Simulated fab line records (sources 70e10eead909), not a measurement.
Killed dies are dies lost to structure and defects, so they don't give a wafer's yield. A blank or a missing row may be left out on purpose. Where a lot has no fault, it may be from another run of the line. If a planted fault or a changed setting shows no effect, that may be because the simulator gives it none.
Code-filled problem report in 8D (eight disciplines) form -- flow nand-harc -- the parts of the form that need people (team, actions taken, sign-off) are left out

1. WHAT IS WRONG
oes-product-au at NHARC_A_STAIRCASE_TRIM_16 reads a mean of 1.394 a.u. on 2 wafers of 2 lots; wafers without a fault read 0.999 a.u. with a standard deviation of 0.0073. That is +54 standard deviations from the usual mean.
The step: chemistry O2, time 211.2 s.
First observed at day 12 14:13: wafer L134.3, on rie-diel-03. At this step, 42 wafers from 14 lots have a number in the record. Rule for "out", or "out of limits": more than 4 standard deviations from the usual mean. All remaining wafers that have a number are taken as sound.

2. WHAT IT IS AND WHAT IT IS NOT
question,is,is not
which readings at this step,oes-product-au,"drypump-motor-current-A, rf-vpp-V, showerhead-plenum-p-Torr, throttle-valve-pct"
which lots,"L134, L135","L127, L130, L132, L133, L141, L142, L145, L146, L147, L148, L149, L150"
which wafers of those lots,"L134.3, L135.5","L134.2, L134.4, L135.1, L135.6"
read on which tools,rie-diel-03,"rie-diel-02, rie-diel-07"
when,from day 12 14:13,"up to then (14 sound wafers); but 26 sound wafers of L135, L141, L142, L145, L146, L147, L148, L149, L150 came after"

3. SUSPECTS, AND WHAT RULES EACH OUT
Counting: any tool at a process step up to the reading remains a suspect provided it ran every lot that is out. Sound lots after the first of them don't rule it out here, since some wafers of a struck lot are sound.
- rie-diel-03 at NHARC_A_STAIRCASE_TRIM_16 (chemistry O2, time 211.2 s): kept. It processed each lot that is out (first: L134, day 12 14:13); up to then, its last sound lot is L132 (day 11 11:35). Its own oes-product-au readings are out on those wafers.
Remaining after the count: rie-diel-03 at NHARC_A_STAIRCASE_TRIM_16.

4. THE CAUSE (what the simulator had put in)
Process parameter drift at NHARC_A_STAIRCASE_TRIM_16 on rie-diel-03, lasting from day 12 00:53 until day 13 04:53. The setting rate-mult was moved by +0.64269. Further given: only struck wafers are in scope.
Only this tool survived the counting.

5. THE EFFECT CHAIN, in route order
One row per reading whose mean, taken over the struck wafers that have a number, lies over 3 standard deviations from the usual. Only readings whose record carries a usual standard deviation are examined. hours: median over the lots of the time between each lot's start at the first step of this table that gives one and its start at this step. sigmas: the change, counted in usual standard deviations.
hours,step,reading,usual,on struck wafers,change,sigmas
0,NHARC_A_STAIRCASE_TRIM_16,oes-product-au,0.999 a.u.,1.394,+0.395,+54
It contains these process steps:
- NHARC_A_STAIRCASE_TRIM_16: chemistry O2, time 211.2 s.

6. HOW IT WOULD HAVE BEEN CAUGHT EARLIER
First out-of-limits reading in this record: day 12 14:13, which is 13 hours after fault onset at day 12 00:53.
